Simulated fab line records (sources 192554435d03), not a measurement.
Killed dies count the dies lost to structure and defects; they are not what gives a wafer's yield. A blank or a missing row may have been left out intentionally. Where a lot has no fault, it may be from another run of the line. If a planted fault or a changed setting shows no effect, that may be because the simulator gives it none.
Chamber matching :: flow n5-finfet :: N5_FIN_SAQP_ETCH_69 on rie-diel-01: 4 sister chambers
The step etches SOC in N2/H2, stops on SiNx, target depth 150 nm. 4 wafers are shown with their chamber, then 9 later ones without.

== EACH WAFER AND ITS CHAMBER ==
wafer: L082.1
chamber: 0
showerhead-plenum-p-Torr (Torr): 2.73

wafer: L085.2
chamber: 3
showerhead-plenum-p-Torr (Torr): 2.54

wafer: L085.3
chamber: 2
showerhead-plenum-p-Torr (Torr): 2.56

wafer: L085.6
chamber: 1
showerhead-plenum-p-Torr (Torr): 2.51

== WAFERS WHOSE CHAMBER IS MISSING ==
wafer: L087.1
showerhead-plenum-p-Torr (Torr): 2.51

wafer: L087.2
showerhead-plenum-p-Torr (Torr): 2.54

wafer: L087.6
showerhead-plenum-p-Torr (Torr): 2.55

wafer: L088.1
showerhead-plenum-p-Torr (Torr): 2.55

wafer: L088.5
showerhead-plenum-p-Torr (Torr): 2.54

wafer: L088.6
showerhead-plenum-p-Torr (Torr): 2.73

wafer: L097.2
showerhead-plenum-p-Torr (Torr): 2.50

wafer: L097.3
showerhead-plenum-p-Torr (Torr): 2.54

wafer: L097.6
showerhead-plenum-p-Torr (Torr): 2.54

== WHICH CHAMBER EACH WENT THROUGH ==
wafer: L087.1
from the rows above: 1
in truth: 1

wafer: L087.2
from the rows above: 3
in truth: 3

wafer: L087.6
from the rows above: can't be placed: 3 or 2
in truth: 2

wafer: L088.1
from the rows above: can't be placed: 3 or 2
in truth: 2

wafer: L088.5
from the rows above: 3
in truth: 3

wafer: L088.6
from the rows above: 0
in truth: 0

wafer: L097.2
from the rows above: 1
in truth: 1

wafer: L097.3
from the rows above: 3
in truth: 3

wafer: L097.6
from the rows above: 3
in truth: 3
7 of 9 placed correctly. Cannot be placed on the basis of these rows: 2; the candidates contain the true chamber in 2. Wrongly placed: 0.
How it was worked out, from the rows above alone: a wafer's distance from a chamber is the root of the sum, over the readings, of the square of ((its reading less the chamber's mean) divided by the reading's scatter). If the next closest chamber is less than 2 further off than the closest, the wafer can't be placed; otherwise it belongs to the closest. A chamber's mean is the mean of its shown wafers. The scatter: root of mean squared gap, hidden wafer to nearest shown wafer, with one shown wafer a chamber.
